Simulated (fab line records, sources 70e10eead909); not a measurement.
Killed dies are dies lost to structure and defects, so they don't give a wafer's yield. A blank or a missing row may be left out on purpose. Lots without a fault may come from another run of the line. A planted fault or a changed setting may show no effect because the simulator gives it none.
Tool commonality check | flow nand_harc | 11 lots, 33 wafers sampled

WHY IT WAS OPENED
At NHARC_P_M0_CD_MEAS_09 the reading cd_nm is flagged on 2 of 11 lots. Wafers without a fault read 89.9 nm, standard deviation 0.56.
Rule: a lot is flagged when every wafer of it that has a number lies more than 4 standard deviations from that mean, or none has a number. The other lots count as sound.

lot  | measured     | on        | cd_nm (nm), wafer by wafer | flag
L837 | day 6 09:31  | cd_sem-02 | 90.3 90.3 90.7             |
L838 | day 6 10:23  | cd_sem-01 | 89.8 90.2 90.7             |
L839 | day 7 00:32  | cd_sem-03 | 89.8 89.3 89.7             |
L840 | day 7 05:25  | cd_sem-02 | 88.9 89.2 89.3             |
L842 | day 8 06:03  | cd_sem-01 | 91.2 89.7 89.7             |
L845 | day 9 17:05  | cd_sem-03 | 90.2 90.6 90.2             |
L855 | day 13 20:28 | cd_sem-01 | 107.3 106.8 106.1          | FLAGGED
L856 | day 14 01:07 | cd_sem-02 | 103.4 104.2 103.7          | FLAGGED
L857 | day 14 14:19 | cd_sem-01 | 89.7 89.9 89.6             |
L859 | day 15 03:25 | cd_sem-02 | 90.4 90.5 90.8             |
L860 | day 15 15:01 | cd_sem-01 | 88.9 89.5 89.6             |
The numbers of the flagged lots are 105.2 nm on average: +15.3 nm against the usual, or +27 standard deviations.

WHICH TOOL RAN EACH LOT
The record holds 3 process steps before the reading, out of a route of 1302 steps. In each cell: the tool, then ch and the chambers that the sampled wafers went through, then the start.
lot  | flag    | NHARC_P_CONTACT_DESCUM_17          | NHARC_P_CONTACT_ETCH_36                       | NHARC_P_M0_EXPOSE_06
L837 |         | rie_diel-08 ch 1,2,3, day 6 05:33  | rie_diel-08 ch 0,1,3, day 6 09:22 or earlier  | arfi_scanner-02 ch 0, day 6 09:22
L838 |         | rie_diel-08 ch 0,2,3, day 6 06:34  | rie_diel-08 ch 0,1,3, day 6 10:15 or earlier  | arfi_scanner-02 ch 0, day 6 10:15
L839 |         | rie_diel-08 ch 1,2, day 6 20:39    | rie_diel-08 ch 0,1,3, day 7 00:24 or earlier  | arfi_scanner-02 ch 0, day 7 00:24
L840 |         | rie_diel-07 ch 1,2,3, day 7 01:26  | rie_diel-07 ch 0,1, day 7 05:16 or earlier    | arfi_scanner-01 ch 0, day 7 05:16
L842 |         | rie_diel-02 ch 0,2,3, day 8 01:40  | rie_diel-02 ch 0,2,3, day 8 05:55 or earlier  | arfi_scanner-02 ch 0, day 8 05:55
L845 |         | rie_diel-07 ch 1,2,3, day 9 13:07  | rie_diel-07 ch 1,2,3, day 9 16:56 or earlier  | arfi_scanner-01 ch 0, day 9 16:56
L855 | FLAGGED | rie_diel-07 ch 0,1,3, day 13 16:28 | rie_diel-07 ch 0,2,3, day 13 20:19 or earlier | arfi_scanner-03 ch 0, day 13 20:19
L856 | FLAGGED | rie_diel-02 ch 1,2,3, day 13 21:16 | rie_diel-02 ch 0,1,2, day 14 00:58 or earlier | arfi_scanner-03 ch 0, day 14 00:58
L857 |         | rie_diel-08 ch 2,3, day 14 09:44   | rie_diel-08 ch 2,3, day 14 14:10 or earlier   | arfi_scanner-01 ch 0, day 14 14:10
L859 |         | rie_diel-02 ch 2,3, day 14 23:34   | rie_diel-02 ch 2,3, day 15 03:17 or earlier   | arfi_scanner-01 ch 0, day 15 03:17
L860 |         | rie_diel-08 ch 0,1,2, day 15 11:10 | rie_diel-08 ch 0,2,3, day 15 14:53 or earlier | arfi_scanner-01 ch 0, day 15 14:53
What these steps do:
- NHARC_P_CONTACT_DESCUM_17: chemistry O2, time 3 s.
- NHARC_P_CONTACT_ETCH_36: etches the open film in N2/H2, target depth 260 nm, time 406.25 s.
- NHARC_P_M0_EXPOSE_06: exposes mask P M0, target cd 90 nm.
- NHARC_P_M0_CD_MEAS_09: target cd 90 nm.

FLAGGED OVER TOTAL, TOOL BY TOOL (the gauges that took the reading come last)
step                      | tool            | lots run | flagged | share of the flagged lots | sound lots run after its first flagged lot
NHARC_P_CONTACT_DESCUM_17 | rie_diel-02     | 3        | 1       | some                      | 1 (L859)
NHARC_P_CONTACT_DESCUM_17 | rie_diel-07     | 3        | 1       | some                      | 0
NHARC_P_CONTACT_DESCUM_17 | rie_diel-08     | 5        | 0       | none                      | -
NHARC_P_CONTACT_ETCH_36   | rie_diel-02     | 3        | 1       | some                      | 1 (L859)
NHARC_P_CONTACT_ETCH_36   | rie_diel-07     | 3        | 1       | some                      | 0
NHARC_P_CONTACT_ETCH_36   | rie_diel-08     | 5        | 0       | none                      | -
NHARC_P_M0_EXPOSE_06      | arfi_scanner-01 | 5        | 0       | none                      | -
NHARC_P_M0_EXPOSE_06      | arfi_scanner-02 | 4        | 0       | none                      | -
NHARC_P_M0_EXPOSE_06      | arfi_scanner-03 | 2        | 2       | all                       | 0
NHARC_P_M0_CD_MEAS_09     | cd_sem-01       | 5        | 1       | some                      | 2 (L857,L860)
NHARC_P_M0_CD_MEAS_09     | cd_sem-02       | 4        | 1       | some                      | 1 (L859)
NHARC_P_M0_CD_MEAS_09     | cd_sem-03       | 2        | 0       | none                      | -
NHARC_P_CONTACT_ETCH_36 gives no start for some lots, so the hours and the order of its lots are those of NHARC_P_M0_EXPOSE_06.

WHAT THE TABLE ALLOWS
1 row of the table ran every flagged lot: arfi_scanner-03 at NHARC_P_M0_EXPOSE_06.
- arfi_scanner-03 at NHARC_P_M0_EXPOSE_06: 2 of its 2 lots flagged. It ran no sound lot before its first flagged lot in this sample, so the start can't be narrowed down. Its own readings lie more than 4 standard deviations out on every wafer of the flagged lots: exposure_dose_mJ_cm2.
One tool is left: arfi_scanner-03 at NHARC_P_M0_EXPOSE_06.

WHAT THE SIMULATOR HAD PUT IN
Process parameter drift: arfi_scanner-03, from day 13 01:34 on, at NHARC_P_M0_EXPOSE_06. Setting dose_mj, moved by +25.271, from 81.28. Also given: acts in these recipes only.
Lots struck among those shown: L855, L856. The rule above found the same.
